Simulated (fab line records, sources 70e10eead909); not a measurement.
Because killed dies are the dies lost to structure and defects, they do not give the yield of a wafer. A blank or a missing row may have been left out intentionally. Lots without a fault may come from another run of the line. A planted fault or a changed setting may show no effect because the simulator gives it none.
Matching of chambers ; flow nand_harc ; NHARC_A_CHANNEL_FILL_D1_ALD_25 on ald_hk-03 has 4 sister chambers
The step deposits SiOx, target thk 60 nm, pulse time 10 s, ald cycles 600. 14 wafers are shown with their chamber, then 7 later ones without.

WAFERS, EACH WITH ITS CHAMBER
wafer;chamber;heater_power_w (W);precursor_pulse_height_rel;susceptor_temp_C (C)
L077.1;0;473;0.997;299.95
L077.3;1;518;0.997;299.78
L077.6;1;524;0.971;299.82
L082.2;1;510;1.000;299.97
L082.5;0;473;0.990;299.79
L082.6;1;521;1.007;299.97
L085.2;2;401;1.007;300.20
L085.3;1;513;1.018;299.83
L085.5;0;471;0.979;300.09
L087.3;3;506;1.004;300.22
L087.1;2;403;1.025;300.20
L087.2;1;519;0.985;300.36
L089.2;3;517;1.017;299.96
L089.4;1;518;1.020;299.95

SIGNATURES (averages over the wafers above)
reading;chamber 0;chamber 1;chamber 2;chamber 3;scatter within a chamber
heater_power_w;472.33;517.57;402.00;511.50;4.46
precursor_pulse_height_rel;0.98867;0.99971;1.01600;1.01050;0.015
susceptor_temp_C;299.9433;299.9543;300.2000;300.0900;0.175
Rule: for each reading, subtract the chamber's mean from the wafer's reading, divide by that reading's scatter and square the result; add these up over the readings and take the root, which gives the wafer's distance from the chamber. If the next closest chamber is less than 2 further off than the closest, the wafer can't be placed; otherwise it belongs to the closest. The scatter: take each reading less its chamber's mean, square it, sum over the shown wafers, divide by the number of wafers less the number of chambers, and take the root.

WAFERS MISSING THEIR CHAMBER
wafer;heater_power_w (W);precursor_pulse_height_rel;susceptor_temp_C (C)
L089.5;392;1.002;300.00
L095.3;391;0.984;299.92
L095.4;447;1.018;299.82
L095.5;383;0.996;299.80
L096.1;461;0.979;300.09
L096.4;503;0.991;299.64
L096.5;506;1.015;299.84

THE CHAMBER EACH PASSED THROUGH
wafer;from the rows above;in truth
L089.5;2;2
L095.3;2;2
L095.4;0;0
L095.5;2;2
L096.1;0;0
L096.4;can't be placed: 3 or 1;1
L096.5;can't be placed: 3 or 1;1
Correctly placed: 5 of 7. Unplaceable from these rows: 2, with the true chamber sitting among the candidates in 2. 0 placed wrongly.
